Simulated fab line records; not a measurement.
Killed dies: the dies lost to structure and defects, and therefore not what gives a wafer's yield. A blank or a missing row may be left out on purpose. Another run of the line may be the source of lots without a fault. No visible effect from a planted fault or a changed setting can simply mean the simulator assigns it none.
Lot-split experiment	flow n5_finfet	route with 1938 steps; 7 lots, 39 wafers read

== THE SPLIT ==
At N5_STI_FIN_REVEAL_ETCHBACK_08 (etches SiO2 in C4F6/O2, target depth 30.5 nm, time 10.167 s), the setting time_s was moved away from the recipe's 10.167 s on 12 of the 39 wafers read, by -46.0% to +34.7%. All remaining wafers had this setting at the recipe value.

== FROM THE SPLIT TO THE READING: what the file shows between them, 3 steps ==
- N5_STI_FIN_REVEAL_STRIP_24: strips in N2/H2, time 90 s
- N5_STI_FIN_REVEAL_PRECLEAN_25: cleans in SPM, time 90 s
- N5_STI_FIN_REVEAL_SRD_23: time 30 s

== THE READING ==
trench_depth_nm, in nm, at N5_STI_FIN_REVEAL_FIN_H_MEAS_10. On this fab line, fault-free wafers typically give 52.0 nm with a standard deviation of 0.82 nm.

wafer	tool, chamber at the split	time_s as run, s	against the recipe	trench_depth_nm, nm	against lot-mates on the recipe
L078.1	rie_diel-03, 2,3,1,0,2,3	10.167	recipe	52.1	-
L078.2	rie_diel-03, 2,3,1,0,2,3	10.167	recipe	53.3	-
L078.3	rie_diel-03, 2,3,1,0,2,3	10.167	recipe	52.7	-
L078.4	rie_diel-03, 2,3,1,0,2,3	10.167	recipe	52.2	-
L078.5	rie_diel-03, 2,3,1,0,2,3	10.167	recipe	52.3	-
L078.6	rie_diel-03, 2,3,1,0,2,3	10.167	recipe	53.2	-
L083.1	rie_diel-05, 1,3,2	5.493	-46.0%	38.4	-14.7
L083.2	rie_diel-05, 1,3,2	5.493	-46.0%	38.9	-14.2
L083.3	rie_diel-05, 1,3,2	5.493	-46.0%	38.6	-14.5
L083.4	rie_diel-05, 0,3,0	10.167	recipe	53.7	-
L083.5	rie_diel-05, 0,3,0	10.167	recipe	52.3	-
L083.6	rie_diel-05, 0,3,0	10.167	recipe	53.3	-
L086.1	rie_diel-03, 2,1,0,3,2,1	10.167	recipe	52.6	-
L086.2	rie_diel-03, 2,1,0,3,2,1	10.167	recipe	53.3	-
L086.3	rie_diel-03, 2,1,0,3,2,1	10.167	recipe	52.2	-
L086.4	rie_diel-03, 2,1,0,3,2,1	10.167	recipe	54.1	-
L086.5	rie_diel-03, 2,1,0,3,2,1	10.167	recipe	52.2	-
L086.6	rie_diel-03, 2,1,0,3,2,1	10.167	recipe	53.2	-
L088.1	rie_diel-01, 3,2,3	11.91	+17.1%	57.4	+5.1
L088.2	rie_diel-01, 0,1,0	10.167	recipe	52.0	-
L088.3	rie_diel-01, 0,1,0	10.167	recipe	52.5	-
L088.4	rie_diel-01, 3,2,3	11.91	+17.1%	58.6	+6.3
L088.5	rie_diel-01, 3,2,3	11.91	+17.1%	58.1	+5.8
L088.6	rie_diel-01, 0,1,0	10.167	recipe	52.3	-
L092.1	rie_diel-01, 0,2,3	10.167	recipe	51.6	-
L092.2	rie_diel-01, 1,2,3	13.69	+34.7%	61.6	+10.5
L092.3	rie_diel-01, 1,2,3	13.69	+34.7%	62.2	+11.1
L092.4	rie_diel-01, 1,2,3	13.69	+34.7%	61.5	+10.4
L092.5	rie_diel-01, 0,2,3	10.167	recipe	51.3	-
L092.6	rie_diel-01, 0,2,3	10.167	recipe	50.4	-
L094.2	rie_diel-05, 0,3,1	10.167	recipe	54.1	-
L094.3	rie_diel-05, 0,3,1	10.167	recipe	53.0	-
L094.6	rie_diel-05, 0,3,1	10.167	recipe	52.5	-
L096.1	rie_diel-01, 0,1,3	8.472	-16.7%	46.5	-5.8
L096.2	rie_diel-01, 3,2,2	10.167	recipe	52.2	-
L096.3	rie_diel-01, 3,2,2	10.167	recipe	52.3	-
L096.4	rie_diel-01, 0,1,3	8.472	-16.7%	46.8	-5.5
L096.5	rie_diel-01, 3,2,2	10.167	recipe	52.4	-
L096.6	rie_diel-01, 0,1,3	8.472	-16.7%	46.5	-5.8
Rows listing several chambers each stand for several wafers; the file does not say which wafer went through which chamber.

THE FIT
A straight line over all 39 wafers: trench_depth_nm changes by +0.296 nm for each +1% of time_s; r = +0.99; the points scatter about the line by 0.82 nm.
The same after taking each lot's own level away (the mean of its wafers on the recipe; 39 wafers): +0.316 nm for each +1%; r = +1.00; scatter 0.51 nm.
That fit puts the effect of the largest move of time_s on the reading at 15 nm.
The span of the lots' own levels, 51.10 to 53.20 nm, comes to 2.6 times the standard deviation stated above.
Hence the lot-to-lot level has little effect on the slope; both slopes agree.
Check: for one of the wafers moved furthest among these (-46.0%), held out of the fit, the line's prediction against its lot-mates is -14.5 nm. Against them it came out at -14.7 nm.

== THE FILE'S OWN FIT ==
trench_depth_nm changes by +0.316 nm for each +1% of time_s, r = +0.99.
